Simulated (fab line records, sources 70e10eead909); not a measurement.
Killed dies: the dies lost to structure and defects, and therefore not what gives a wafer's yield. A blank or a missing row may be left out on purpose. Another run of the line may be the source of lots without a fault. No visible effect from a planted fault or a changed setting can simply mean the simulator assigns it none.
Chamber matching || flow nand_harc || rie_diel-07 running NHARC_P_CONTACT_ETCH_35: 4 sister chambers
The step etches the open film in CF4, target depth 39 nm, time 65 s. 4 wafers are shown with their chamber, then 8 later ones without.

## WAFERS WITH THEIR CHAMBER
{"wafer": "L088.2", "chamber": 1, "rf_vpp_V (V)": 148.4}
{"wafer": "L088.3", "chamber": 0, "rf_vpp_V (V)": 151.6}
{"wafer": "L088.5", "chamber": 3, "rf_vpp_V (V)": 148.8}
{"wafer": "L091.1", "chamber": 2, "rf_vpp_V (V)": 152.6}

## WAFERS WHOSE CHAMBER IS MISSING
{"wafer": "L091.3", "rf_vpp_V (V)": 151.5}
{"wafer": "L091.4", "rf_vpp_V (V)": 151.7}
{"wafer": "L093.3", "rf_vpp_V (V)": 152.1}
{"wafer": "L093.5", "rf_vpp_V (V)": 150.5}
{"wafer": "L093.6", "rf_vpp_V (V)": 151.9}
{"wafer": "L095.2", "rf_vpp_V (V)": 151.1}
{"wafer": "L095.5", "rf_vpp_V (V)": 152.2}
{"wafer": "L095.6", "rf_vpp_V (V)": 152.2}

## WHICH CHAMBER EACH WENT THROUGH
{"wafer": "L091.3", "from the rows above": "can't be placed: 0 or 2", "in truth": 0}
{"wafer": "L091.4", "from the rows above": "can't be placed: 0 or 2", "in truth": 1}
{"wafer": "L093.3", "from the rows above": "can't be placed: 0 or 2", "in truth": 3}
{"wafer": "L093.5", "from the rows above": "can't be placed: 0 or 3 or 1 or 2", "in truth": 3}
{"wafer": "L093.6", "from the rows above": "can't be placed: 0 or 2", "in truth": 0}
{"wafer": "L095.2", "from the rows above": "can't be placed: 0 or 2", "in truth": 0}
{"wafer": "L095.5", "from the rows above": "can't be placed: 2 or 0", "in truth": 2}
{"wafer": "L095.6", "from the rows above": "can't be placed: 2 or 0", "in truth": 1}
Placed correctly: 0 of 8. Not placeable from these rows: 8 (in 5, the candidates include the true chamber). Number placed wrongly: 0.
How it was worked out, from the rows above alone: a wafer's distance from a chamber is the root of the sum, over the readings, of the square of ((its reading less the chamber's mean) divided by the reading's scatter). If the next closest chamber is less than 2 further off than the closest, the wafer can't be placed; otherwise it belongs to the closest. A chamber's mean is the mean of its shown wafers. The scatter: with one shown wafer a chamber, the root of the mean of the squares of how far each hidden wafer lies from its nearest shown one.
